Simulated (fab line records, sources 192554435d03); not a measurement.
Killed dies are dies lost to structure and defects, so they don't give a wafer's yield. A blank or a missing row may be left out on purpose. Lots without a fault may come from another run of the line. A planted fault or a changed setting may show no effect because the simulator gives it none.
Split-lot experiment | flow n5_finfet | 7 lots, 21 wafers read, on a route of 1938 steps

THE SPLIT
At N5_BEOL_M13_COAT_04 (resist thk 400 nm), the setting spin_rpm was moved away from the recipe's 1625 rpm on 6 of the 21 wafers read, by -10.9% to +8.7%. The other wafers ran this setting at the recipe's value.

The reading is taken at the split's own step.

THE READING
coat_of_BEOL_M13_COAT_04.thk_nm (the simulator's own value, which no gauge read), in nm, at N5_BEOL_M13_COAT_04 (resist thk 400 nm). The file gives no usual value for it. The 15 wafers here that ran the recipe average 399.9 nm, standard deviation 1.4 nm.

wafer  | tool, chamber at the split | spin_rpm as run, rpm | against the recipe | coat_of_BEOL_M13_COAT_04.thk_nm, nm | against lot-mates on the recipe
L083.1 | litho_track-04, 0          | 1625                 | recipe             | 398.6                               | -
L083.3 | litho_track-04, 0          | 1625                 | recipe             | 399.2                               | -
L083.6 | litho_track-04, 0          | 1625                 | recipe             | 399.8                               | -
L086.2 | litho_track-01, 0          | 1625                 | recipe             | 401.8                               | -
L086.6 | litho_track-01, 0          | 1625                 | recipe             | 401.8                               | -
L086.4 | litho_track-01, 0          | 1716                 | +5.6%              | 390.4                               | -11.4
L085.1 | litho_track-04, 0          | 1625                 | recipe             | 398.8                               | -
L085.5 | litho_track-04, 0          | 1461                 | -10.1%             | 422                                 | +23.2
L085.6 | litho_track-04, 0          | 1461                 | -10.1%             | 421.2                               | +22.4
L089.1 | litho_track-03, 0          | 1625                 | recipe             | 400                                 | -
L089.5 | litho_track-03, 0          | 1625                 | recipe             | 400                                 | -
L089.3 | litho_track-03, 0          | 1625                 | recipe             | 400.6                               | -
L093.1 | litho_track-01, 0          | 1766                 | +8.7%              | 383                                 | -17.8
L093.4 | litho_track-01, 0          | 1625                 | recipe             | 400.8                               | -
L093.6 | litho_track-01, 0          | 1766                 | +8.7%              | 383.2                               | -17.6
L096.1 | litho_track-03, 0          | 1625                 | recipe             | 401                                 | -
L096.3 | litho_track-03, 0          | 1625                 | recipe             | 400.4                               | -
L096.5 | litho_track-03, 0          | 1625                 | recipe             | 401.2                               | -
L079.1 | litho_track-03, 0          | 1625                 | recipe             | 398.2                               | -
L079.2 | litho_track-03, 0          | 1448                 | -10.9%             | 421.4                               | +24.0
L079.3 | litho_track-03, 0          | 1625                 | recipe             | 396.6                               | -

THE FIT
A straight line over all 21 wafers: coat_of_BEOL_M13_COAT_04.thk_nm changes by -2.01 nm for each +1% of spin_rpm; r = -0.99; the points scatter about the line by 1.4 nm.
The same after taking each lot's own level away (the mean of its wafers on the recipe; 21 wafers): -2.16 nm for each +1%; r = -1.00; scatter 0.58 nm.
On that fit, the largest move of spin_rpm shifts the reading by 24 nm.
The lots' own levels span 397.40 to 401.80 nm, that is 3.2 times the standard deviation above.
So the lot-to-lot level changes the slope little: the two slopes agree.
Check: with one of the wafers moved furthest among these (-10.9%) left out of the fit, the line predicts +23.7 nm for it against its lot-mates. It came out at +24 nm against them.

OTHER SPLITS ON THESE WAFERS
These wafers also went through other splits before the reading. Each is held against what the fit with the lots' levels taken away leaves over:
other split on the same wafers | wafers away from the commonest value | r with coat_of_BEOL_M13_COAT_04.thk_nm (lot level and that fit taken away)
N5_BEOL_M11_ALD_74 ald_cycles  | 6                                    | +0.48

THE WHOLE CHAIN: every reading that the file lists as answering this split, in the file's order
step                | what it does                                                            | reading                                                                          | change (the file's fit)                                                              | r (the file's)
N5_BEOL_M13_COAT_04 | resist thk 400 nm                                                       | coat_of_BEOL_M13_COAT_04.thk_nm (the simulator's own value, which no gauge read) | -2.17 nm for each +1% of the setting                                                 | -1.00
N5_BEOL_M13_ETCH_59 | etches BARC in N2/H2, target depth 89 nm, overetch 26.7 nm, time 67.9 s | coat_of_BEOL_M13_COAT_04.thk_nm (the simulator's own value, which no gauge read) | -2.25 nm for each +1% of the setting, in a fit together with time_s@BEOL_M13_ETCH_59 | 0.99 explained

THE FILE'S OWN FIT
coat_of_BEOL_M13_COAT_04.thk_nm changes by -2.17 nm for each +1% of spin_rpm, r = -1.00.
